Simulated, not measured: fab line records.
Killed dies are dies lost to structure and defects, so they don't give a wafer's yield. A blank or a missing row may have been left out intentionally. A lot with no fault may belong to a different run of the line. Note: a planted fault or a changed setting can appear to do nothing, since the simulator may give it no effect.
fab line records	flow n5_finfet
record: lots: 10	wafers: 28	last_day: 18
route steps=1938 shown BEOL_M4@1036 PASSIVATION@1936
lots that met no fault: from a run of the same line without faults
start_h: hours from the record's first day to the start of the lot's first wafer shown	wait_h: hours from the lot's prior step to this one	" as in the row above	L1.1+2: a single row standing in for several wafers	- no value, or no start was given	* or withheld: withheld	< > ~ a bound
route shown NAME@n: a module of which the file shows steps, and the number in the route of the first	usual: average and standard deviation across the fault-free wafers	same: alike in all rows	chamber/n: place in a boat	sites: the reading at each site	_std_site: how widely they spread, as a standard deviation	_edge_site: outer sites' mean less inner sites'	radius_mm: how far each site lies from the wafer's centre	mask NAME#n: copy n	behind: tool/chamber where the wafer was last shaped	hold: cause of the lot's hold/its duration in hours/its outcome	device: the transistor (n, p or np) that didn't switch	end of line: tests run on the same wafers once the route is complete	a step with no rows: only its recipe	killed: the dies lost at the first sort to structure and to defects; this is not the yield of the wafer	map: a wafer's dies, x killed, . not, _ none there
set.NAME: the run value of the setting; set.NAME@STEP: its run value at that earlier step	model.NAME: the simulator's own value behind a step, which no gauge read
a sample of lots followed through the steps of the route, with each step as a table and each wafer as a row
services: the hour from which a tool's chamber was out of use, counted from the record's first day as start_h (under 0 if before that day), plus the number of hours and why
== steps ==
step: N5_BEOL_M4_INSPECT_13
recipe: mode: adi	inspect_instrument: brightfield
usual: raw_defect_count: 384/76
lot.wafer	tool	chamber	start_h	wait_h	raw_defect_count
L242.1	defect_inspect-02	-	155.57	0.1	514
L242.4	"	-	"	"	479
L242.6	"	-	"	"	359
L246.1	defect_inspect-02	-	182.20	0.1	333
L246.2	"	-	"	"	492
L246.3	"	-	"	"	382
L245.2	defect_inspect-02	-	191.09	0.0	302
L245.4	"	-	"	"	366
L245.5	"	-	"	"	388
L253.3	defect_inspect-01	-	237.97	0.0	275
L253.4	"	-	"	"	388
L253.6	"	-	"	"	364
L257.2	defect_inspect-01	-	260.72	0.0	546
L257.3	"	-	"	"	497
L258.1	defect_inspect-02	-	263.60	0.1	500
L258.5	"	-	"	"	416
L258.6	"	-	"	"	340
L261.2	defect_inspect-02	-	279.18	0.0	286
L261.5	"	-	"	"	498
L260.2	defect_inspect-02	-	282.33	0.0	340
L260.4	"	-	"	"	357
L260.6	"	-	"	"	461
L262.1	defect_inspect-01	-	292.23	0.1	347
L262.4	"	-	"	"	391
L262.6	"	-	"	"	462
L264.2	defect_inspect-02	-	322.70	0.1	315
L264.5	"	-	"	"	366
L264.6	"	-	"	"	322
step: N5_BEOL_M4_ETCH_77
recipe: chemistry: N2/H2	target: underlayer	target_depth_a: 65	mask_material: CAR-EUV	time_s: 5.2	ion_energy_ev: 200	pressure_mtorr: 30	source_w: 840	bias_w: 150	n2_flow_sccm: 200	h2_flow_sccm: 200	ends: cleared
usual: drypump_motor_current_A: 5.4/0.38	etch_rf_on_time_s: 5.19/0.25	oes_product_au: 0.69/0.058	rf_fwd_power_W: 819.5/2.5	rf_vpp_V: 525.2/2.4	showerhead_plenum_p_Torr: 2.59/0.077	throttle_valve_pct: 17.9/0.32
lot.wafer	tool	chamber	start_h	wait_h	drypump_motor_current_A	etch_rf_on_time_s	oes_product_au	rf_fwd_power_W	rf_hours_counter_h	rf_vpp_V	showerhead_plenum_p_Torr	throttle_valve_pct
L242.1	rie_diel-01	3	156.93	0.0	5.7	5.29	0.67	819.2	108	525.3	2.56	18.2
L242.4	"	0	"	"	6.0	5.22	0.59	819.9	235	519.8	2.41	18.2
L242.6	"	2	"	"	5.2	5.67	0.66	820.0	-	525.5	2.59	17.6
L246.1	rie_diel-01	0	183.86	0.0	6.1	5.21	0.60	819.6	247	521.6	2.40	18.3
L246.2	"	1	"	"	5.7	5.27	0.74	820.8	29	528.5	2.72	18.2
L246.3	"	2	"	"	5.2	5.56	0.66	819.4	87	523.6	2.58	17.6
L245.2	rie_diel-05	1	192.04	0.0	5.6	5.05	0.67	819.9	140	526.6	2.63	17.3
L245.4	"	0	"	"	5.4	4.80	0.76	816.8	-	521.1	2.46	17.9
L245.5	"	1	"	"	5.6	5.14	0.65	820.3	-	524.5	2.63	17.2
L253.3	rie_diel-02	1	239.47	0.0	5.0	5.63	0.65	820.1	116	528.1	2.68	17.9
L253.4	"	0	"	"	4.9	5.13	0.64	816.9	170	524.2	2.55	18.0
L253.6	"	3	"	"	5.2	4.92	0.65	816.4	-	523.9	2.56	18.0
L257.2	rie_diel-05	3	261.80	0.0	5.1	5.14	0.68	824.6	112	524.8	2.59	18.3
L257.3	"	1	"	"	5.6	5.00	0.65	816.5	167	525.7	2.61	17.3
L258.1	rie_diel-05	2	265.16	0.0	5.2	5.25	0.79	820.0	17	525.6	2.62	17.6
L258.5	"	0	"	"	5.4	4.79	0.74	819.8	-	518.4	2.45	18.0
L258.6	"	2	"	"	5.1	5.30	0.79	821.2	-	525.0	2.62	17.6
L261.2	rie_diel-05	0	282.24	0.0	5.4	4.81	0.73	819.2	92	521.1	2.44	18.0
L261.5	"	1	"	"	5.6	5.04	0.64	823.3	-	526.6	2.61	17.3
L260.2	rie_diel-05	0	283.85	0.0	5.4	4.78	0.73	818.4	93	520.9	2.44	18.0
L260.4	"	1	"	"	5.6	5.02	0.63	819.7	175	528.0	2.61	17.3
L260.6	"	3	"	"	5.1	5.18	0.68	815.6	-	525.3	2.58	18.3
L262.1	rie_diel-02	0	293.34	0.0	4.9	5.12	0.63	823.7	190	524.5	2.54	18.0
L262.4	"	3	"	"	5.2	4.88	0.64	817.9	168	523.2	2.55	18.1
L262.6	"	0	"	"	4.9	5.11	0.63	824.2	-	523.6	2.54	18.0
L264.2	rie_diel-01	1	324.31	0.0	5.7	5.36	0.67	818.1	79	528.5	2.69	18.3
L264.5	"	1	"	"	5.7	5.35	0.67	820.8	-	526.4	2.69	18.3
L264.6	"	0	"	"	6.1	4.95	0.79	817.3	-	528.1	2.71	17.8
step: N5_BEOL_M4_ETCH_70
recipe: chemistry: N2/H2	target: SOC	target_depth_a: 800	overetch_a: 240	mask_material: SiARC	temp_c: 40	time_s: 130	ion_energy_ev: 200	pressure_mtorr: 30	source_w: 840	bias_w: 150	n2_flow_sccm: 200	h2_flow_sccm: 200
usual: drypump_motor_current_A: 5.5/0.42	oes_product_au: 0.59/0.045	rf_fwd_power_W: 835.3/2.8	rf_vpp_V: 525.1/2.5	showerhead_plenum_p_Torr: 2.59/0.085	throttle_valve_pct: 17.87/0.29
lot.wafer	tool	chamber	start_h	wait_h	drypump_motor_current_A	oes_product_au	rf_fwd_power_W	rf_hours_counter_h	rf_vpp_V	showerhead_plenum_p_Torr	throttle_valve_pct
L242.1	rie_diel-01	2	158.81	0.0	5.2	0.60	832.6	77	525.4	2.58	17.51
L242.4	"	0	"	"	6.1	0.51	837.5	236	520.9	2.41	18.19
L242.6	"	2	"	"	5.2	0.60	830.6	-	523.4	2.58	17.52
L246.1	rie_diel-01	2	186.09	0.0	5.2	0.60	633.8	88	575.9	2.58	17.53
L246.2	"	0	"	"	6.0	0.51	635.2	248	568.5	2.40	18.20
L246.3	"	1	"	"	5.7	0.64	631.8	30	577.5	2.72	18.12
L245.2	rie_diel-01	1	192.45	0.0	5.7	0.64	634.8	31	578.6	2.71	18.12
L245.4	"	0	"	"	6.1	0.51	635.7	249	569.4	2.40	18.20
L245.5	"	0	"	"	6.1	0.51	634.6	-	568.7	2.40	18.22
L253.3	rie_diel-05	3	241.33	0.0	5.1	0.59	837.0	105	525.9	2.59	18.21
L253.4	"	2	"	"	5.2	0.70	833.6	9	526.4	2.62	17.60
L253.6	"	0	"	"	5.4	0.62	835.5	-	521.6	2.45	17.91
L257.2	rie_diel-01	0	273.57	0.0	6.0	0.69	838.8	17	529.3	2.72	17.69
L257.3	"	3	"	"	5.7	0.55	836.2	156	524.0	2.54	18.21
L258.1	rie_diel-02	1	277.45	0.0	5.0	0.57	833.0	130	527.7	2.68	17.92
L258.5	"	0	"	"	4.9	0.55	834.7	-	525.3	2.54	17.92
L258.6	"	1	"	"	5.0	0.57	837.1	-	528.5	2.68	17.92
L261.2	rie_diel-01	0	283.29	0.0	6.1	0.67	837.4	20	528.5	2.71	17.69
L261.5	"	1	"	"	5.7	0.60	834.6	-	528.1	2.70	18.20
L260.2	rie_diel-01	1	287.92	0.0	5.7	0.60	832.9	68	528.9	2.70	18.21
L260.4	"	3	"	"	5.7	0.54	836.9	161	524.0	2.53	18.22
L260.6	"	2	"	"	5.2	0.56	833.8	-	522.7	2.56	17.61
L262.1	rie_diel-01	0	295.01	0.0	6.0	0.67	837.7	24	528.2	2.71	17.68
L262.4	"	3	"	"	5.7	0.54	831.7	-	523.2	2.53	18.24
L262.6	"	2	"	"	5.2	0.56	834.7	-	523.3	2.56	17.61
L264.2	rie_diel-05	0	325.40	0.0	5.4	0.60	831.7	104	521.8	2.44	17.96
L264.5	"	0	"	"	5.4	0.61	836.3	-	519.9	2.44	17.94
L264.6	"	1	"	"	5.6	0.53	837.1	-	526.0	2.61	17.30
step: N5_BEOL_M4_STRIP_97
recipe: chemistry: N2/H2	time_s: 10	power_w: 450	temp_c: 40	pressure_mtorr: 20	rf_frequency_hz: 6e+07	bias_power_w: 7	n2_flow_sccm: 200	h2_flow_sccm: 200
usual: drypump_motor_current_A: 5.5/0.42	oes_product_au: 0.80/0.067	rf_vpp_V: 59.3/0.88	showerhead_plenum_p_Torr: 2.59/0.085	throttle_valve_pct: 23.8/0.4
lot.wafer	tool	chamber	start_h	wait_h	drypump_motor_current_A	oes_product_au	rf_hours_counter_h	rf_vpp_V	showerhead_plenum_p_Torr	throttle_valve_pct
L242.1	rie_diel-01	2	-	-	5.2	0.82	77	57.9	2.58	23.4
L242.4	"	0	"	"	6.1	0.70	236	58.6	2.40	24.1
L242.6	"	2	"	"	5.2	0.83	-	57.5	2.58	23.4
L246.1	rie_diel-01	2	-	-	5.2	0.79	88	58.9	2.58	23.4
L246.2	"	0	"	"	6.1	0.69	248	58.8	2.40	24.1
L246.3	"	1	"	"	5.7	0.88	30	59.2	2.71	24.1
L245.2	rie_diel-01	1	-	-	5.7	0.87	31	59.6	2.71	24.1
L245.4	"	0	"	"	6.1	0.68	249	58.5	2.40	24.1
L245.5	"	0	"	"	6.0	0.68	-	57.6	2.40	24.1
L253.3	rie_diel-05	3	-	-	5.1	0.82	105	58.1	2.59	24.3
L253.4	"	2	"	"	5.2	0.95	9	59.2	2.62	23.6
L253.6	"	0	"	"	5.4	0.85	-	59.4	2.45	23.9
L257.2	rie_diel-01	0	-	-	6.0	0.94	17	59.0	2.71	23.5
L257.3	"	3	"	"	5.7	0.74	156	59.0	2.53	24.1
L258.1	rie_diel-02	1	-	-	5.0	0.76	131	58.2	2.67	23.8
L258.5	"	0	"	"	4.9	0.75	-	58.8	2.54	23.9
L258.6	"	1	"	"	5.0	0.77	-	58.8	2.67	23.9
L261.2	rie_diel-01	0	-	-	6.0	0.93	20	58.6	2.71	23.5
L261.5	"	1	"	"	5.7	0.83	-	61.9	2.69	24.2
L260.2	rie_diel-01	1	-	-	5.7	0.82	68	60.6	2.69	24.2
L260.4	"	3	"	"	5.7	0.74	161	58.3	2.53	24.1
L260.6	"	2	"	"	5.2	0.78	-	59.9	2.56	23.5
L262.1	rie_diel-01	0	-	-	6.1	0.92	24	58.9	2.71	23.5
L262.4	"	3	"	"	5.7	0.74	-	59.6	2.53	24.2
L262.6	"	2	"	"	5.2	0.77	-	58.5	2.56	23.5
L264.2	rie_diel-05	0	-	-	5.4	0.81	104	60.6	2.43	24.0
L264.5	"	0	"	"	5.4	0.81	-	59.4	2.43	24.0
L264.6	"	1	"	"	5.6	0.72	-	58.5	2.60	22.8
step: N5_BEOL_M4_RC_MEAS_101
usual: DIBL_N: 37.4/2.1	DIBL_P: 37.8/2.5	IOFF_N: 0.19/0.045	IOFF_P: 0.24/0.05	ION_N: 682/16	ION_P: 467/11	SS_N: 71.9/0.67	SS_P: 73.6/0.76	VT_N: 247/3.6	VT_P: -248/3.6
lot.wafer	tool	chamber	start_h	wait_h	DIBL_N[mV/V]	DIBL_P[mV/V]	IOFF_N[nA/um]	IOFF_P[nA/um]	ION_N[uA/um]	ION_P[uA/um]	SS_N[mV/dec]	SS_P[mV/dec]	VT_N[mV]	VT_P[mV]
L242.1	prober-02	0	164.85	0.0	38.1	39.5	0.21	0.28	690	475	71.5	73.1	244	-245
L242.4	"	0	"	"	38.6	39.0	0.22	0.29	698	479	71.9	73.1	243	-244
L242.6	"	0	"	"	36.7	37.9	0.19	0.28	696	477	71.7	72.5	241	-243
L246.1	prober-02	0	191.10	0.0	38.9	39.8	0.23	0.29	704	477	73.0	74.0	242	-244
L246.2	"	0	"	"	35.4	36.1	0.16	0.22	665	459	72.0	73.6	245	-246
L246.3	"	0	"	"	33.9	34.6	0.13	0.20	682	477	71.7	72.8	250	-250
L245.2	prober-02	0	197.43	0.2	36.7	36.8	0.16	0.21	680	463	71.6	72.6	250	-251
L245.4	"	0	"	"	37.8	38.5	0.19	0.25	689	465	72.7	73.0	248	-250
L245.5	"	0	"	"	39.9	39.8	0.22	0.29	668	458	73.3	74.1	246	-246
L253.3	prober-01	0	245.91	0.3	41.3	43.0	0.24	0.33	676	463	72.7	74.0	245	-246
L253.4	"	0	"	"	40.2	42.4	0.24	0.32	695	479	72.9	74.7	245	-247
L253.6	"	0	"	"	39.6	40.5	0.23	0.28	713	481	72.3	74.7	245	-246
L257.2	prober-02	0	278.04	0.2	35.8	36.9	0.16	0.22	687	474	71.8	73.5	250	-250
L257.3	"	0	"	"	36.6	37.4	0.18	0.25	693	472	72.0	73.6	246	-247
L258.1	prober-01	0	283.37	0.0	40.4	43.3	0.25	0.38	675	465	72.9	75.2	243	-243
L258.5	"	0	"	"	37.5	37.7	0.17	0.23	663	453	72.1	72.9	252	-249
L258.6	"	0	"	"	40.2	42.0	0.26	0.35	710	484	71.9	74.2	241	-239
L261.2	prober-02	0	288.22	0.2	37.6	37.5	0.20	0.27	715	493	71.5	73.7	246	-244
L261.5	"	0	"	"	36.1	36.6	0.19	0.28	697	485	71.0	74.0	247	-242
L260.2	prober-01	0	292.49	0.2	35.8	34.2	0.13	0.18	677	471	70.6	72.6	252	-251
L260.4	"	0	"	"	36.1	33.9	0.14	0.19	681	471	70.8	72.5	251	-250
L260.6	"	0	"	"	38.4	36.6	0.16	0.22	673	465	71.3	73.1	252	-249
L262.1	prober-02	0	299.62	0.0	31.5	31.3	0.10	0.15	654	459	70.0	71.4	254	-254
L262.4	"	0	"	"	34.3	34.7	0.14	0.19	665	465	71.4	72.7	250	-248
L262.6	"	0	"	"	34.5	35.4	0.14	0.20	667	463	71.7	72.8	250	-251
L264.2	prober-02	0	330.09	0.2	32.9	33.6	0.11	0.19	677	477	70.8	72.6	253	-247
L264.5	"	0	"	"	37.6	38.6	0.20	0.29	699	483	72.1	74.1	245	-245
L264.6	"	0	"	"	31.9	32.6	0.10	0.18	665	468	71.5	72.6	257	-248
step: N5_PASSIVATION_PROBE_49
usual: defect_limited_yield: 90.9/1.6	killed_at_M0_to_M3: 34/10	killed_at_M4_up: 13/5.4	killed_at_contacts: 13/6	killed_at_front_end: 42/13	killed_at_other: 4/3.2	killed_dies: 107/18	killed_open: 69/14	killed_short: 35/7.7	sort_bin_4_leakage: 0.02/0.17	sort_bin_5_function: 5.3/1	sort_bin_6_memory: 3.3/0.75	sort_n_pass: 1073/19	sort_yield_pct: 90.9/1.6
same: gross_dies: 1180	killed_at_back_side: 0	sort_bin_8_speed[%]: 0
lot.wafer	tool	chamber	start_h	wait_h	defect_limited_yield[%]	killed_at_M0_to_M3	killed_at_M4_up	killed_at_contacts	killed_at_front_end	killed_at_other	killed_dies	killed_open	killed_short	sort_bin_4_leakage[%]	sort_bin_5_function[%]	sort_bin_6_memory[%]	sort_n_pass	sort_yield_pct[%]
L245.2	prober-02	-	294.51	0.1	91.6	27	11	18	40	3	99	58	31	0	4.7	2.6	1081	91.6
L245.4	prober-02	-	294.61	0.2	90.8	46	3	3	56	1	109	69	34	0	5.8	3.2	1071	90.8
L245.5	prober-02	-	294.66	0.2	91.2	22	7	15	59	1	104	72	29	0	5.0	3.5	1076	91.2
killed by level:class
L245.2 MOL_CONTACT_COAG:geometric_particle:open=14 BEOL_M2:geometric_particle:open=11 HKMG_FIN:area_etch=8 STI_FIN_REVEAL:geometric_particle:open=7 BEOL_M0_SAQP:geometric_particle:short=5 BEOL_M5:geometric_particle:open=5 FIN_SAQP:geometric_particle:open=4 STI_FIN_REVEAL:geometric_particle:short=4
L245.4 FIN_SAQP:geometric_particle:open=18 STI_FIN_REVEAL:geometric_particle:open=13 BEOL_M2:geometric_particle:open=10 FIN_SAQP:geometric_particle:short=7 BEOL_M1:geometric_particle:open=7 BEOL_M2:geometric_particle:short=6 BEOL_M0_SAQP:geometric_particle:short=5 STARTING-WAFER:geometric_particle:short=5
L245.5 FIN_SAQP:geometric_particle:open=25 FIN_SAQP:geometric_particle:short=11 MOL_CONTACT_COAG:geometric_particle:open=11 BEOL_M2:geometric_particle:open=10 STI_FIN_REVEAL:geometric_particle:open=6 GATE_CUT:geometric_particle:short=4 BEOL_M1:geometric_particle:open=4 GATE_CUT:geometric_particle:open=3
== services ==
tool	chamber	start_h	hours	kind
rie_diel-02	2	136.70	8.8	repair
rie_diel-02	-	154.74	14.6	pm
rie_diel-05	2	159.38	5.2	repair
rie_diel-02	1	170.92	3.2	repair
rie_diel-05	2	185.33	-	clean
rie_diel-05	2	185.33	-	consumable_replace:focus_ring
rie_diel-05	2	185.33	22.6	scheduled_down
rie_diel-05	2	185.33	22.6	vent_cycle
rie_diel-01	0	194.65	-	clean
rie_diel-01	0	194.65	-	consumable_replace:focus_ring
rie_diel-01	0	194.65	-	consumable_replace:showerhead
rie_diel-01	0	194.65	18.3	scheduled_down
rie_diel-01	0	194.65	18.3	vent_cycle
rie_diel-02	-	201.05	2.8	pm
rie_diel-05	3	264.39	4.8	repair
rie_diel-05	-	272.79	2.8	pm
rie_diel-01	1	293.56	7.0	repair
rie_diel-05	0	301.41	5.1	repair
rie_diel-02	2	322.94	2.0	repair
== key ==
first_sign: step: N5_BEOL_M4_ETCH_70	reading: rf_fwd_power_W	direction: down	sigmas: 73	usual: *	struck: *
effect: step: N5_BEOL_M4_ETCH_70	reading: rf_vpp_V	direction: up	sigmas: 19	usual: 525.1	struck: 573.1
met_at N5_BEOL_M4_ETCH_70
struck_lots L245,L246
not_acting_at N5_BEOL_M4_INSPECT_13,N5_BEOL_M4_ETCH_77,N5_BEOL_M4_STRIP_97
onset_between 158.81 186.09
fault: kind: process_parameter_drift	tool: rie_diel-01	chamber: -	onset_h: 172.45	steps: N5_BEOL_M4_ETCH_70	channel: source_w	offset: -201.6	shape: step	end_h: 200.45	acts_in: these_recipes_only	stated: 840
